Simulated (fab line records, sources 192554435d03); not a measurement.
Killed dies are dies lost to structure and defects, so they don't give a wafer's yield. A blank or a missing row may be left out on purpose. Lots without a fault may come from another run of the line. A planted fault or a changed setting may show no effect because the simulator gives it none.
Split-lot experiment | flow n5_finfet | 7 lots, 21 wafers read, on a route of 1938 steps

THE SPLIT
At N5_HKMG_FIN_PEB_10 (peb time 60 s), the setting peb_time_s was moved away from the recipe's 60 s on 8 of the 21 wafers read, by -18.1% to +22.0%. The other wafers ran this setting at the recipe's value.

FROM THE SPLIT TO THE READING: what the file shows between them, 1 step
- N5_HKMG_FIN_DEVELOP_11: develop time 30 s

THE READING
cd_nm, in nm, at N5_HKMG_FIN_CD_MEAS_12 (target cd 92.8 nm). Fault-free wafers of this fab line usually give 93.5 nm, standard deviation 0.65 nm.

wafer  | tool, chamber at the split | peb_time_s as run, s | against the recipe | cd_nm, nm | against lot-mates on the recipe
L080.1 | litho_track-05, 0          | 60                   | recipe             | 94.9      | -
L080.2 | litho_track-05, 0          | 60                   | recipe             | 94.4      | -
L080.5 | litho_track-05, 0          | 60                   | recipe             | 94.0      | -
L081.3 | litho_track-02, 0          | 49.16                | -18.1%             | 86.7      | -6.4
L081.4 | litho_track-02, 0          | 60                   | recipe             | 92.9      | -
L081.6 | litho_track-02, 0          | 60                   | recipe             | 93.3      | -
L084.1 | litho_track-03, 0          | 60                   | recipe             | 93.6      | -
L084.4 | litho_track-03, 0          | 56.48                | -5.9%              | 92.0      | -1.3
L084.5 | litho_track-03, 0          | 60                   | recipe             | 93.1      | -
L088.1 | litho_track-03, 0          | 60                   | recipe             | 93.4      | -
L088.2 | litho_track-03, 0          | 66.54                | +10.9%             | 97.9      | +4.1
L088.3 | litho_track-03, 0          | 60                   | recipe             | 94.3      | -
L091.1 | litho_track-05, 0          | 51.6                 | -14.0%             | 88.1      | -6.6
L091.5 | litho_track-05, 0          | 60                   | recipe             | 94.7      | -
L091.6 | litho_track-05, 0          | 51.6                 | -14.0%             | 88.9      | -5.8
L093.1 | litho_track-02, 0          | 60                   | recipe             | 93.4      | -
L093.2 | litho_track-02, 0          | 73.2                 | +22.0%             | 99.0      | +5.6
L093.5 | litho_track-02, 0          | 73.2                 | +22.0%             | 99.2      | +5.8
L095.3 | litho_track-05, 0          | 52.48                | -12.5%             | 87.5      | -4.8
L095.4 | litho_track-05, 0          | 60                   | recipe             | 92.6      | -
L095.6 | litho_track-05, 0          | 60                   | recipe             | 92.0      | -

THE FIT
A straight line over all 21 wafers: cd_nm changes by +0.32 nm for each +1% of peb_time_s; r = +0.96; the points scatter about the line by 0.99 nm.
The same after taking each lot's own level away (the mean of its wafers on the recipe; 21 wafers): +0.325 nm for each +1%; r = +0.98; scatter 0.75 nm.
On that fit, the largest move of peb_time_s shifts the reading by 7.2 nm.
The lots' own levels span 92.30 to 94.70 nm, that is 3.7 times the standard deviation above.
So the lot-to-lot level changes the slope little: the two slopes agree.
Check: with one of the wafers moved furthest among these (+22.0%) left out of the fit, the line predicts +7.39 nm for it against its lot-mates. It came out at +5.6 nm against them.

OTHER SPLITS ON THESE WAFERS
These wafers also went through other splits before the reading. Each is held against what the fit with the lots' levels taken away leaves over:
other split on the same wafers       | wafers away from the commonest value | r with cd_nm (lot level and that fit taken away)
N5_SD_EPI_N_EPI_21 epi_growth_time_s | 7                                    | +0.35
N5_ILD0_CMP_03 down_force_psi        | 8                                    | +0.26

THE WHOLE CHAIN: every reading that the file lists as answering this split, in the file's order
step                   | what it does             | reading                                                         | change (the file's fit)               | r (the file's)
N5_HKMG_FIN_CD_MEAS_12 | target cd 92.8 nm        | cd_nm                                                           | +0.335 nm for each +1% of the setting | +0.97
N5_HKMG_FIN_DESCUM_17  | chemistry O2, time 7.9 s | HKMG_FIN.cd_nm (the simulator's own value, which no gauge read) | +0.344 nm for each +1% of the setting | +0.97

THE FILE'S OWN FIT
cd_nm changes by +0.335 nm for each +1% of peb_time_s, r = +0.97.
